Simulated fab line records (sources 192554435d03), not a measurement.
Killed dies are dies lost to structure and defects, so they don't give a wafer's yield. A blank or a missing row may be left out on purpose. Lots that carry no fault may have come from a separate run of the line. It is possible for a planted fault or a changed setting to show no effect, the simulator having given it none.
Which of the tools did it? + flow n5 finfet + 9 lots, 27 wafers sampled, at 5 steps of a route of 1938

## WHAT THE GAUGES SHOWED, per wafer
N5_MOL_CONTACT_COAG_CD_MEAS_99: target cd 17.2 nm. Usual: 17.1 nm for cd nm, sd 0.37.
| lot  | measured     | on        | cd nm (nm)     | flag |
|------|--------------|-----------|----------------|------|
| L198 | day 5 08:50  | cd sem-03 | 17.1 17.2 17.0 |      |
| L205 | day 7 02:53  | cd sem-02 | 16.7 17.7 17.5 |      |
| L207 | day 7 18:10  | cd sem-01 | 17.3 16.9 16.7 |      |
| L208 | day 7 22:14  | cd sem-03 | 16.8 16.8 16.7 |      |
| L209 | day 8 01:38  | cd sem-03 | 17.8 17.8 17.3 |      |
| L212 | day 8 19:25  | cd sem-02 | 17.5 17.6 16.5 |      |
| L215 | day 9 14:14  | cd sem-01 | 16.8 16.8 16.7 |      |
| L218 | day 10 11:58 | cd sem-01 | 16.8 17.5 17.6 |      |
| L219 | day 10 14:15 | cd sem-03 | 17.1 17.3 17.6 |      |

N5_BEOL_M4_RC_MEAS_101. Usual: DIBL_N 35.8 mV/V, standard deviation 1.7; DIBL_P 35.3 mV/V, standard deviation 2; IOFF_N 0.150 nA/um, standard deviation 0.026; IOFF_P 0.194 nA/um, standard deviation 0.029; ION_N 667 uA/um, standard deviation 11; ION_P 456 uA/um, standard deviation 7.1; SS_N 71.4 mV/dec, standard deviation 0.65; SS_P 73.1 mV/dec, standard deviation 0.64; VT_N 251 mV, standard deviation 3; VT_P -252 mV, standard deviation 3.2.
| lot  | measured     | on        | DIBL_N (mV/V)  | DIBL_P (mV/V)  | IOFF_N (nA/um)    | IOFF_P (nA/um)    | ION_N (uA/um) | ION_P (uA/um) | SS_N (mV/dec)  | SS_P (mV/dec)  | VT_N (mV)   | VT_P (mV)      | flag |
|------|--------------|-----------|----------------|----------------|-------------------|-------------------|---------------|---------------|----------------|----------------|-------------|----------------|------|
| L198 | day 10 07:59 | prober-02 | 36.1 36.0 37.7 | 36.4 36.0 37.8 | 0.148 0.150 0.173 | 0.197 0.196 0.228 | 663 671 666   | 452 462 457   | 71.0 71.1 72.4 | 73.3 73.4 74.0 | 252 253 247 | -252 -255 -250 |      |
| L205 | day 12 13:01 | prober-01 | 34.5 33.9 35.6 | 36.0 34.6 36.7 | 0.148 0.136 0.175 | 0.217 0.202 0.238 | 665 660 671   | 464 463 462   | 71.5 70.9 71.9 | 73.9 72.9 73.8 | 250 251 247 | -247 -250 -246 |      |
| L207 | day 12 22:44 | prober-02 | 37.4 32.9 36.3 | 38.0 32.1 35.2 | 0.163 0.104 0.139 | 0.246 0.162 0.201 | 681 668 664   | 466 461 467   | 70.8 70.4 70.6 | 73.6 72.0 72.2 | 250 254 253 | -247 -252 -251 |      |
| L208 | day 13 19:43 | prober-02 | 36.6 35.7 35.0 | 34.3 35.7 32.6 | 0.161 0.151 0.134 | 0.192 0.210 0.162 | 668 677 659   | 456 458 449   | 72.1 72.2 71.6 | 74.2 73.4 72.8 | 251 249 253 | -252 -251 -255 |      |
| L209 | day 12 22:57 | prober-01 | 35.4 36.5 36.5 | 34.1 35.8 34.9 | 0.146 0.153 0.155 | 0.177 0.193 0.184 | 670 656 661   | 454 447 453   | 71.3 72.2 71.7 | 72.7 72.5 73.5 | 251 251 251 | -253 -252 -252 |      |
| L212 | day 14 01:35 | prober-01 | 34.5 34.4 36.1 | 34.0 32.9 35.3 | 0.121 0.116 0.143 | 0.179 0.167 0.204 | 650 656 668   | 454 451 455   | 71.1 70.8 71.9 | 73.7 72.8 72.8 | 254 255 253 | -250 -255 -251 |      |
| L215 | day 14 23:49 | prober-01 | 36.1 38.2 34.3 | 35.1 36.6 31.9 | 0.165 0.209 0.121 | 0.231 0.262 0.186 | 666 691 652   | 467 470 458   | 71.9 71.8 70.9 | 72.7 73.3 72.6 | 245 243 251 | -246 -244 -251 |      |
| L218 | day 15 11:44 | prober-02 | 37.6 36.5 36.8 | 35.2 35.3 36.0 | 0.177 0.159 0.167 | 0.217 0.212 0.225 | 680 669 679   | 463 461 464   | 71.3 70.4 71.2 | 73.9 72.7 73.7 | 248 250 250 | -248 -250 -252 |      |
| L219 | day 15 13:35 | prober-02 | 36.4 32.1 38.1 | 37.8 30.6 38.0 | 0.167 0.103 0.195 | 0.192 0.114 0.186 | 676 649 674   | 457 443 452   | 71.4 70.6 72.7 | 73.8 71.6 73.5 | 247 255 247 | -252 -260 -255 |      |

## TOOL THAT RAN EACH LOT (tool first, then ch and the chambers of the sampled wafers, then the start)
| lot  | N5_GATE_CUT_CMP_43            | N5_MOL_CONTACT_COAG_ETCH_105       | N5_MOL_CONTACT_COAG_ETCH_110       |
|------|-------------------------------|------------------------------------|------------------------------------|
| L198 | cmp-02 ch 0,1,2, day 5 07:09  | rie diel-01 ch 1,3, day 5 08:29    | rie diel-01 ch 1,3, day 5 08:43    |
| L205 | cmp-01 ch 0,1,3, day 7 01:10  | rie diel-01 ch 0,1, day 7 02:33    | rie diel-01 ch 0,1, day 7 02:46    |
| L207 | cmp-01 ch 0,1,3, day 7 16:38  | rie diel-01 ch 0,2,3, day 7 17:50  | rie diel-01 ch 0,2,3, day 7 18:03  |
| L208 | cmp-01 ch 0,2,3, day 7 20:56  | rie diel-03 ch 0,1,3, day 7 21:53  | rie diel-03 ch 0,1,3, day 7 22:07  |
| L209 | cmp-02 ch 0,3, day 7 23:55    | rie diel-04 ch 0,2, day 8 01:08    | rie diel-04 ch 0,2, day 8 01:28    |
| L212 | cmp-02 ch 2,3, day 8 17:51    | rie diel-04 ch 1,2, day 8 19:04    | rie diel-04 ch 1,2, day 8 19:18    |
| L215 | cmp-01 ch 1,3, day 9 12:44    | rie diel-03 ch 0,1, day 9 13:53    | rie diel-03 ch 0,1, day 9 14:07    |
| L218 | cmp-01 ch 0,1, day 10 10:26   | rie diel-04 ch 0,1,2, day 10 11:38 | rie diel-04 ch 0,1,2, day 10 11:51 |
| L219 | cmp-02 ch 0,2,3, day 10 12:40 | rie diel-04 ch 0,1,2, day 10 13:54 | rie diel-04 ch 0,1,2, day 10 14:08 |
- N5_GATE_CUT_CMP_43: polishes SiO2.
- N5_MOL_CONTACT_COAG_ETCH_105: etches SiARC in CF4, target depth 15.6 nm, time 26 s.
- N5_MOL_CONTACT_COAG_ETCH_110: etches Si in CF4/O2, target depth 2.5 nm, time 8 s.

## WHAT THE TOOLS THEMSELVES READ (means of the sampled wafers that have a number; where no wafer has one, the mark that the record gives instead)
N5_GATE_CUT_CMP_43. Usual: motor current A 12.7 A, standard deviation 1.1; slurry flow ml min 150.0, standard deviation 0.44.
| lot  | tool   | motor current A (A) | slurry flow ml min | flag |
|------|--------|---------------------|--------------------|------|
| L198 | cmp-02 | 13.0                | 149.8              |      |
| L205 | cmp-01 | 11.7                | 150.0              |      |
| L207 | cmp-01 | 11.7                | 150.1              |      |
| L208 | cmp-01 | 12.5                | 150.3              |      |
| L209 | cmp-02 | 12.6                | 149.8              |      |
| L212 | cmp-02 | 13.9                | 149.8              |      |
| L215 | cmp-01 | 11.8                | 149.9              |      |
| L218 | cmp-01 | 11.8                | 150.1              |      |
| L219 | cmp-02 | 12.9                | 149.7              |      |

N5_MOL_CONTACT_COAG_ETCH_105. Usual: drypump motor current A is 5.9 A with standard deviation 0.46, etch rf on time s is 26.4 s with standard deviation 0.58, oes product au is 0.67 a.u. with standard deviation 0.082, rf fwd power W is 531.5 W with standard deviation 1.6, rf vpp V is 183.8 V with standard deviation 1, showerhead plenum p Torr is 2.11 Torr with standard deviation 0.064, and throttle valve pct is 15.63 % with standard deviation 0.29.
| lot  | tool        | drypump motor current A (A) | etch rf on time s (s) | oes product au (a.u.) | rf fwd power W (W) | rf vpp V (V) | showerhead plenum p Torr (Torr) | throttle valve pct (%) | flag |
|------|-------------|-----------------------------|-----------------------|-----------------------|--------------------|--------------|---------------------------------|------------------------|------|
| L198 | rie diel-01 | 5.9                         | 25.6                  | 0.85                  | 529.6              | 182.9        | 2.10                            | 15.37                  |      |
| L205 | rie diel-01 | 6.0                         | 31.6                  | 0.66                  | 530.7              | 184.5        | 2.13                            | 15.66                  | OFF  |
| L207 | rie diel-01 | 6.3                         | 31.4                  | 0.62                  | 531.0              | 184.4        | 2.13                            | 15.67                  | OFF  |
| L208 | rie diel-03 | 5.8                         | 26.5                  | 0.60                  | 531.8              | 184.4        | 2.15                            | 15.64                  |      |
| L209 | rie diel-04 | 5.7                         | 26.5                  | 0.62                  | 530.9              | 183.7        | 2.09                            | 15.90                  |      |
| L212 | rie diel-04 | 6.1                         | 26.3                  | 0.75                  | 531.9              | 182.6        | 2.14                            | 15.39                  |      |
| L215 | rie diel-03 | 5.4                         | 26.6                  | 0.76                  | 531.9              | 184.1        | 2.14                            | 15.33                  |      |
| L218 | rie diel-04 | 6.0                         | 26.8                  | 0.66                  | 533.4              | 183.8        | 2.12                            | 15.71                  |      |
| L219 | rie diel-04 | 6.0                         | 26.6                  | 0.66                  | 531.2              | 184.1        | 2.12                            | 15.71                  |      |

N5_MOL_CONTACT_COAG_ETCH_110. Usual: drypump motor current A is 5.9 A with standard deviation 0.46, oes_ar_750_au is 0.78 a.u. with standard deviation 0.089, oes product au is 0.78 a.u. with standard deviation 0.098, rf fwd power W is 198.0 W with standard deviation 0.79, rf vpp V is 128.5 V with standard deviation 2.3, showerhead plenum p Torr is 2.20 Torr with standard deviation 0.065, and throttle valve pct is 10.8 % with standard deviation 0.3.
| lot  | tool        | drypump motor current A (A) | oes_ar_750_au (a.u.) | oes product au (a.u.) | rf fwd power W (W) | rf vpp V (V) | showerhead plenum p Torr (Torr) | throttle valve pct (%) | flag |
|------|-------------|-----------------------------|----------------------|-----------------------|--------------------|--------------|---------------------------------|------------------------|------|
| L198 | rie diel-01 | 5.8                         | 0.97                 | 0.99                  | 197.7              | 127.3        | 2.18                            | 10.4                   |      |
| L205 | rie diel-01 | 6.0                         | 0.85                 | 0.85                  | 198.3              | 127.1        | 2.22                            | 10.7                   |      |
| L207 | rie diel-01 | 6.3                         | 0.80                 | 0.80                  | 198.0              | 126.4        | 2.21                            | 10.8                   |      |
| L208 | rie diel-03 | 5.8                         | 0.70                 | 0.69                  | 198.6              | 127.8        | 2.23                            | 10.9                   |      |
| L209 | rie diel-04 | 5.7                         | 0.74                 | 0.74                  | 198.3              | 129.7        | 2.17                            | 11.0                   |      |
| L212 | rie diel-04 | 6.1                         | 0.86                 | 0.87                  | 198.1              | 131.0        | 2.22                            | 10.5                   |      |
| L215 | rie diel-03 | 5.3                         | 0.88                 | 0.88                  | 196.7              | 128.2        | 2.22                            | 10.4                   |      |
| L218 | rie diel-04 | 6.0                         | 0.78                 | 0.77                  | 198.4              | 129.9        | 2.21                            | 10.8                   |      |
| L219 | rie diel-04 | 6.0                         | 0.77                 | 0.77                  | 198.3              | 130.1        | 2.21                            | 10.8                   |      |

## THE ANSWER, worked out from the rows above alone
Rule: a lot counts as off when the mean over its wafers that have a number is more than 3 standard deviations away from the usual mean. A lot without any number at a reading at which 4 lots or more have one is off too. Any other lot the step has rows for is counted as sound. Order of review: gauges by route order, followed by the tools' own readings, for which a lot's mean as printed above is used. The first step at which some lot is off is used, and at that step the reading that is off furthest; a lot without a number counts as furthest.
Off: L205, L207 (N5_MOL_CONTACT_COAG_ETCH_105, etch rf on time s).
If a tool, at that step or one of the process steps before it, ran each lot that is off and ran no sound lot following the first of them, it fits. One fits: N5_MOL_CONTACT_COAG_ETCH_105 on rie diel-01. Its last sound lot is L198 (day 5 08:29), its first lot that is off L205 (day 7 02:33): a fault that began between those two fits.
The tool's own readings at N5_MOL_CONTACT_COAG_ETCH_105 bear it out: on the lots that are off they differ by more than 5 times the standard deviation of the sound lots' means. etch rf on time s reads 31.5 s there against 26.4 s on the sound lots.

## WHAT THE SIMULATOR HAD PUT IN
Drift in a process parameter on rie diel-01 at N5_MOL_CONTACT_COAG_ETCH_105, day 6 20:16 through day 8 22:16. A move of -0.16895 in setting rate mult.
Lots struck among those shown: L205, L207. Same finding as the rule above.
